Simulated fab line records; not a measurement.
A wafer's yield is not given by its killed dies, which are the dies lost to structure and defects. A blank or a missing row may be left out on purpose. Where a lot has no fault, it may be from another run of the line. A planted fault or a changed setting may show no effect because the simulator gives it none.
Which of the tools did it? -- flow nandHarc -- Sampling: 11 lots, 33 wafers, 5 of 1159 route steps

WHAT EACH GAUGE READ, for each wafer
NHARC_END_SORT_01.
lot,measured,on,killedDies
L517,day 21 00:59,prober-01,26 18 29
L518,day 21 00:56,prober-02,41 33 44
L520,day 21 18:07,prober-02,25 18 19
L522,day 22 00:26,prober-02,44 34 34
L524,day 22 16:44,prober-01,39 676 37
L532,day 24 16:04,prober-02,36 41 41
L534,day 24 07:27,prober-02,31 31 26
L533,day 24 21:35,prober-01,18 21 23

TOOL THAT RAN EACH LOT (tool first, then ch and the chambers of the sampled wafers, then the start)
lot,NHARC_A_STAIRCASE_ETCH_225,NHARC_A_STAIRCASE_ETCH_227,NHARC_A_STAIRCASE_TRIM_231,NHARC_A_STAIRCASE_ETCH_234
L513,"rieDiel-02 ch 0,3, day 12 03:37 or earlier","rieDiel-02 ch 0,1, day 12 03:37","rieDiel-02 ch 1,3, no start","rieDiel-02 ch 0,1,3, no start"
L517,"rieDiel-07 ch 0,1,3, day 12 08:40 or earlier","rieDiel-07 ch 0,1,2, day 12 08:40","rieDiel-07 ch 0,3, day 21 00:59 or earlier","rieDiel-07 ch 0,2,3, day 21 00:59 or earlier"
L516,"rieDiel-08 ch 0,1,2, day 12 09:52 or earlier","rieDiel-08 ch 0,1,3, day 12 09:52","rieDiel-08 ch 1,3, no start","rieDiel-08 ch 2,3, no start"
L518,"rieDiel-07 ch 0,2, day 12 17:03 or earlier","rieDiel-07 ch 0,3, day 12 17:03","rieDiel-07 ch 0,1,2, day 21 00:56 or earlier","rieDiel-07 ch 0,2,3, day 21 00:56 or earlier"
L520,"rieDiel-02 ch 0,2, day 13 03:28 or earlier","rieDiel-02 ch 0,1,3, day 13 03:28","rieDiel-08 ch 1,2,3, day 21 18:07 or earlier","rieDiel-08 ch 0,2,3, day 21 18:07 or earlier"
L522,"rieDiel-07 ch 1,2, day 13 20:39 or earlier","rieDiel-07 ch 1,2,3, day 13 20:39","rieDiel-07 ch 1,2,3, day 22 00:26 or earlier","rieDiel-07 ch 0,1,3, day 22 00:26 or earlier"
L524,"rieDiel-02 ch 1,2,3, day 14 09:14 or earlier","rieDiel-02 ch 0,1,3, day 14 09:14","rieDiel-08 ch 0,2, day 22 16:44 or earlier","rieDiel-08 ch 1,2,3, day 22 16:44 or earlier"
L526,"rieDiel-07 ch 0,1,2, day 15 01:40 or earlier","rieDiel-07 ch 0,2, day 15 01:40","rieDiel-08 ch 1,2,3, no start","rieDiel-08 ch 0,1,2, no start"
L532,"rieDiel-08 ch 0,2,3, day 16 08:49 or earlier","rieDiel-08 ch 0,2,3, day 16 08:49","rieDiel-07 ch 0,1,3, day 24 16:04 or earlier","rieDiel-07 ch 0,2, day 24 16:04 or earlier"
L534,"rieDiel-08 ch 1,3, day 16 09:20 or earlier","rieDiel-08 ch 0,2,3, day 16 09:20","rieDiel-02 ch 0,3, day 24 07:27 or earlier","rieDiel-02 ch 0,3, day 24 07:27 or earlier"
L533,"rieDiel-07 ch 0,1,2, day 16 15:34 or earlier","rieDiel-07 ch 0,1,2, day 16 15:34","rieDiel-07 ch 0,1,2, day 24 21:35 or earlier","rieDiel-07 ch 0,1,3, day 24 21:35 or earlier"
- NHARC_A_STAIRCASE_ETCH_225: etches the open film in C4F8/O2, target depth 100 nm, time 40.5 s.
- NHARC_A_STAIRCASE_ETCH_227: etches the open film in C4F8/O2, target depth 100 nm, time 40.5 s.
- NHARC_A_STAIRCASE_TRIM_231: chemistry O2, time 211.2 s.
- NHARC_A_STAIRCASE_ETCH_234: etches the open film in C4F8/O2, target depth 100 nm, time 40.5 s.

THE ANSWER, worked out from the rows above alone
Rule: what is usual is taken from the lots themselves. Put in order of their means at a reading, lots are off if they are a third of the lots or fewer, leave a main group of 4 or more, and stand apart from it by a gap of 3 or more times the standard deviation of the main group's means; of several such gaps the widest counts. If all means in a main group match to the digits the tables above print for the reading, that group is not used. A lot without any number at a reading at which 4 lots or more have one is off too. The other lots that the step has rows for count as sound.
Off at NHARC_END_SORT_01 (killedDies): L524. The main group has a mean of 30 with a standard deviation of 7.9. Neither off nor sound, because the step has no rows for them: L513, L516, L526.
If a tool, at a process step before that reading, ran all the lots that are off and no sound lot after the first of them, it fits. Those tools and the gauges at NHARC_END_SORT_01 are tried in the same way. Because NHARC_A_STAIRCASE_ETCH_225 lacks a start for some lots, the hours and order of its lots are taken from NHARC_A_STAIRCASE_ETCH_227. Because NHARC_A_STAIRCASE_TRIM_231 lacks a start for some lots, the hours and order of its lots are taken from NHARC_END_SORT_01. Because NHARC_A_STAIRCASE_ETCH_234 lacks a start for some lots, the hours and order of its lots are taken from NHARC_END_SORT_01. 2 tools fit, rieDiel-02 at NHARC_A_STAIRCASE_ETCH_225 and NHARC_A_STAIRCASE_ETCH_227 and rieDiel-08 at NHARC_A_STAIRCASE_TRIM_231 and NHARC_A_STAIRCASE_ETCH_234, so this cannot tell which one it is.

WHAT THE SIMULATOR PUT IN
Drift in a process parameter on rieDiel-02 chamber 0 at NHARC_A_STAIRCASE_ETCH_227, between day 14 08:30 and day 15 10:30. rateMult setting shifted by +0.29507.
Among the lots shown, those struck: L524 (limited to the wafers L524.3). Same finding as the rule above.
